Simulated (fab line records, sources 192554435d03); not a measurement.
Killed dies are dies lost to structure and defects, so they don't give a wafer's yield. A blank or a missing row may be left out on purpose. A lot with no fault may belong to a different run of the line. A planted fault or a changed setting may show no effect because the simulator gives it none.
Split-lot experiment :: flow n5 finfet :: 7 lots, 39 wafers read, on a route of 1938 steps

== SPLIT DETAILS ==
At N5_PASSIVATION_PECVD_35 (deposits SiNx from SiH4/NH3/N2, target thk 700 nm, time 151.3 s), the setting time s was moved away from the recipe's 151.3 s on 15 of the 39 wafers read, by -41.4% to +53.9%. For the rest of the wafers, this setting stayed at what the recipe calls for.

Reading taken at the split's own step.

== THE READING ==
SiNx_of_PASSIVATION_PECVD_35.thk nm (the simulator's own value, which no gauge read), in nm, at N5_PASSIVATION_PECVD_35 (deposits SiNx from SiH4/NH3/N2, target thk 700 nm, time 151.3 s). The file gives no usual value for it. Here, 24 wafers ran the recipe; their average is 700.7 nm with a standard deviation of 8.9 nm.

wafer: L074.1
tool, chamber at the split: pecvd-03, 1
time s as run, s: 151.3
against the recipe: recipe
SiNx_of_PASSIVATION_PECVD_35.thk nm, nm: 696.4
against lot-mates on the recipe: -

wafer: L074.2
tool, chamber at the split: pecvd-03, 0
time s as run, s: 232.8
against the recipe: +53.9%
SiNx_of_PASSIVATION_PECVD_35.thk nm, nm: 1074
against lot-mates on the recipe: +368.6

wafer: L074.3
tool, chamber at the split: pecvd-03, 1
time s as run, s: 232.8
against the recipe: +53.9%
SiNx_of_PASSIVATION_PECVD_35.thk nm, nm: 1092
against lot-mates on the recipe: +386.6

wafer: L074.4
tool, chamber at the split: pecvd-03, 0
time s as run, s: 151.3
against the recipe: recipe
SiNx_of_PASSIVATION_PECVD_35.thk nm, nm: 712.8
against lot-mates on the recipe: -

wafer: L074.5
tool, chamber at the split: pecvd-03, 1
time s as run, s: 232.8
against the recipe: +53.9%
SiNx_of_PASSIVATION_PECVD_35.thk nm, nm: 1084
against lot-mates on the recipe: +378.6

wafer: L074.6
tool, chamber at the split: pecvd-03, 0
time s as run, s: 151.3
against the recipe: recipe
SiNx_of_PASSIVATION_PECVD_35.thk nm, nm: 707
against lot-mates on the recipe: -

wafer: L078.1
tool, chamber at the split: pecvd-03, 1
time s as run, s: 206.8
against the recipe: +36.7%
SiNx_of_PASSIVATION_PECVD_35.thk nm, nm: 939
against lot-mates on the recipe: +242.3

wafer: L078.2
tool, chamber at the split: pecvd-03, 2
time s as run, s: 206.8
against the recipe: +36.7%
SiNx_of_PASSIVATION_PECVD_35.thk nm, nm: 940.6
against lot-mates on the recipe: +243.9

wafer: L078.3
tool, chamber at the split: pecvd-03, 0
time s as run, s: 206.8
against the recipe: +36.7%
SiNx_of_PASSIVATION_PECVD_35.thk nm, nm: 943.6
against lot-mates on the recipe: +246.9

wafer: L078.4
tool, chamber at the split: pecvd-03, 1
time s as run, s: 151.3
against the recipe: recipe
SiNx_of_PASSIVATION_PECVD_35.thk nm, nm: 692
against lot-mates on the recipe: -

wafer: L078.5
tool, chamber at the split: pecvd-03, 2
time s as run, s: 151.3
against the recipe: recipe
SiNx_of_PASSIVATION_PECVD_35.thk nm, nm: 697.8
against lot-mates on the recipe: -

wafer: L078.6
tool, chamber at the split: pecvd-03, 0
time s as run, s: 151.3
against the recipe: recipe
SiNx_of_PASSIVATION_PECVD_35.thk nm, nm: 700.4
against lot-mates on the recipe: -

wafer: L080.1
tool, chamber at the split: pecvd-03, 0
time s as run, s: 151.3
against the recipe: recipe
SiNx_of_PASSIVATION_PECVD_35.thk nm, nm: 693.2
against lot-mates on the recipe: -

wafer: L080.2
tool, chamber at the split: pecvd-03, 1
time s as run, s: 151.3
against the recipe: recipe
SiNx_of_PASSIVATION_PECVD_35.thk nm, nm: 686
against lot-mates on the recipe: -

wafer: L080.3
tool, chamber at the split: pecvd-03, 2
time s as run, s: 151.3
against the recipe: recipe
SiNx_of_PASSIVATION_PECVD_35.thk nm, nm: 691.8
against lot-mates on the recipe: -

wafer: L083.1
tool, chamber at the split: pecvd-03, 2,1
time s as run, s: 151.3
against the recipe: recipe
SiNx_of_PASSIVATION_PECVD_35.thk nm, nm: 693.6
against lot-mates on the recipe: -

wafer: L083.4
tool, chamber at the split: pecvd-03, 2,1
time s as run, s: 151.3
against the recipe: recipe
SiNx_of_PASSIVATION_PECVD_35.thk nm, nm: 693.6
against lot-mates on the recipe: -

wafer: L083.2
tool, chamber at the split: pecvd-03, 1
time s as run, s: 151.3
against the recipe: recipe
SiNx_of_PASSIVATION_PECVD_35.thk nm, nm: 680.8
against lot-mates on the recipe: -

wafer: L083.3
tool, chamber at the split: pecvd-03, 0
time s as run, s: 88.68
against the recipe: -41.4%
SiNx_of_PASSIVATION_PECVD_35.thk nm, nm: 395.6
against lot-mates on the recipe: -293.7

wafer: L083.5
tool, chamber at the split: pecvd-03, 0
time s as run, s: 88.68
against the recipe: -41.4%
SiNx_of_PASSIVATION_PECVD_35.thk nm, nm: 405
against lot-mates on the recipe: -284.3

wafer: L083.6
tool, chamber at the split: pecvd-03, 2
time s as run, s: 88.68
against the recipe: -41.4%
SiNx_of_PASSIVATION_PECVD_35.thk nm, nm: 396.6
against lot-mates on the recipe: -292.7

wafer: L086.1
tool, chamber at the split: pecvd-02, 0
time s as run, s: 151.3
against the recipe: recipe
SiNx_of_PASSIVATION_PECVD_35.thk nm, nm: 703.8
against lot-mates on the recipe: -

wafer: L086.2
tool, chamber at the split: pecvd-02, 1
time s as run, s: 151.3
against the recipe: recipe
SiNx_of_PASSIVATION_PECVD_35.thk nm, nm: 694.8
against lot-mates on the recipe: -

wafer: L086.3
tool, chamber at the split: pecvd-02, 2
time s as run, s: 151.3
against the recipe: recipe
SiNx_of_PASSIVATION_PECVD_35.thk nm, nm: 697
against lot-mates on the recipe: -

wafer: L086.4
tool, chamber at the split: pecvd-02, 0,1
time s as run, s: 151.3
against the recipe: recipe
SiNx_of_PASSIVATION_PECVD_35.thk nm, nm: 711.4
against lot-mates on the recipe: -

wafer: L086.6
tool, chamber at the split: pecvd-02, 0,1
time s as run, s: 151.3
against the recipe: recipe
SiNx_of_PASSIVATION_PECVD_35.thk nm, nm: 711.4
against lot-mates on the recipe: -

wafer: L086.5
tool, chamber at the split: pecvd-02, 2
time s as run, s: 151.3
against the recipe: recipe
SiNx_of_PASSIVATION_PECVD_35.thk nm, nm: 707.6
against lot-mates on the recipe: -

wafer: L091.1
tool, chamber at the split: pecvd-02, 2
time s as run, s: 107.3
against the recipe: -29.1%
SiNx_of_PASSIVATION_PECVD_35.thk nm, nm: 502.6
against lot-mates on the recipe: -207.3

wafer: L091.2
tool, chamber at the split: pecvd-02, 0
time s as run, s: 151.3
against the recipe: recipe
SiNx_of_PASSIVATION_PECVD_35.thk nm, nm: 704
against lot-mates on the recipe: -

wafer: L091.3
tool, chamber at the split: pecvd-02, 2
time s as run, s: 151.3
against the recipe: recipe
SiNx_of_PASSIVATION_PECVD_35.thk nm, nm: 712.4
against lot-mates on the recipe: -

wafer: L091.4
tool, chamber at the split: pecvd-02, 0
time s as run, s: 107.3
against the recipe: -29.1%
SiNx_of_PASSIVATION_PECVD_35.thk nm, nm: 510
against lot-mates on the recipe: -199.9

wafer: L091.5
tool, chamber at the split: pecvd-02, 2
time s as run, s: 107.3
against the recipe: -29.1%
SiNx_of_PASSIVATION_PECVD_35.thk nm, nm: 505
against lot-mates on the recipe: -204.9

wafer: L091.6
tool, chamber at the split: pecvd-02, 0
time s as run, s: 151.3
against the recipe: recipe
SiNx_of_PASSIVATION_PECVD_35.thk nm, nm: 713.4
against lot-mates on the recipe: -

wafer: L094.1
tool, chamber at the split: pecvd-02, 2
time s as run, s: 94.26
against the recipe: -37.7%
SiNx_of_PASSIVATION_PECVD_35.thk nm, nm: 438.6
against lot-mates on the recipe: -266.6

wafer: L094.4
tool, chamber at the split: pecvd-02, 2
time s as run, s: 94.26
against the recipe: -37.7%
SiNx_of_PASSIVATION_PECVD_35.thk nm, nm: 438.6
against lot-mates on the recipe: -266.6

wafer: L094.2
tool, chamber at the split: pecvd-02, 0
time s as run, s: 151.3
against the recipe: recipe
SiNx_of_PASSIVATION_PECVD_35.thk nm, nm: 699.8
against lot-mates on the recipe: -

wafer: L094.3
tool, chamber at the split: pecvd-02, 0
time s as run, s: 151.3
against the recipe: recipe
SiNx_of_PASSIVATION_PECVD_35.thk nm, nm: 711
against lot-mates on the recipe: -

wafer: L094.5
tool, chamber at the split: pecvd-02, 2
time s as run, s: 151.3
against the recipe: recipe
SiNx_of_PASSIVATION_PECVD_35.thk nm, nm: 704.8
against lot-mates on the recipe: -

wafer: L094.6
tool, chamber at the split: pecvd-02, 0
time s as run, s: 94.26
against the recipe: -37.7%
SiNx_of_PASSIVATION_PECVD_35.thk nm, nm: 454.8
against lot-mates on the recipe: -250.4
Rows listing several chambers each stand for several wafers; the file does not say which wafer went through which chamber.

FIT RESULTS
A straight line over all 39 wafers: SiNx_of_PASSIVATION_PECVD_35.thk nm changes by +6.96 nm for each +1% of time s; r = +1.00; the points scatter about the line by 10 nm.
The same after taking each lot's own level away (the mean of its wafers on the recipe; 39 wafers): +6.94 nm for each +1%; r = +1.00; scatter 6.4 nm.
Per that fit: largest time s move, reading shift of 3.7e+02 nm.
The span of the lots' own levels, 689.33 to 709.93 nm, comes to 2.3 times the standard deviation stated above.
Consequently the slope shifts little with the lot-to-lot level, the two slopes agreeing.
Check: with one of the wafers moved furthest among these (+53.9%) left out of the fit, the line predicts +374 nm for it against its lot-mates. It came out at +369 nm against them.

== THESE WAFERS: OTHER SPLITS ==
Note: prior to the reading, these wafers also went through further splits. Each is held against what the fit with the lots' levels taken away leaves over:
other split on the same wafers: N5_BEOL_M11_TRENCH_ETCH_37 time s
wafers away from the commonest value: 15
r with SiNx_of_PASSIVATION_PECVD_35.thk nm (lot level and that fit taken away): +0.01

== FILE'S OWN FIT ==
SiNx_of_PASSIVATION_PECVD_35.thk nm changes by +6.94 nm for each +1% of time s, r = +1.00.
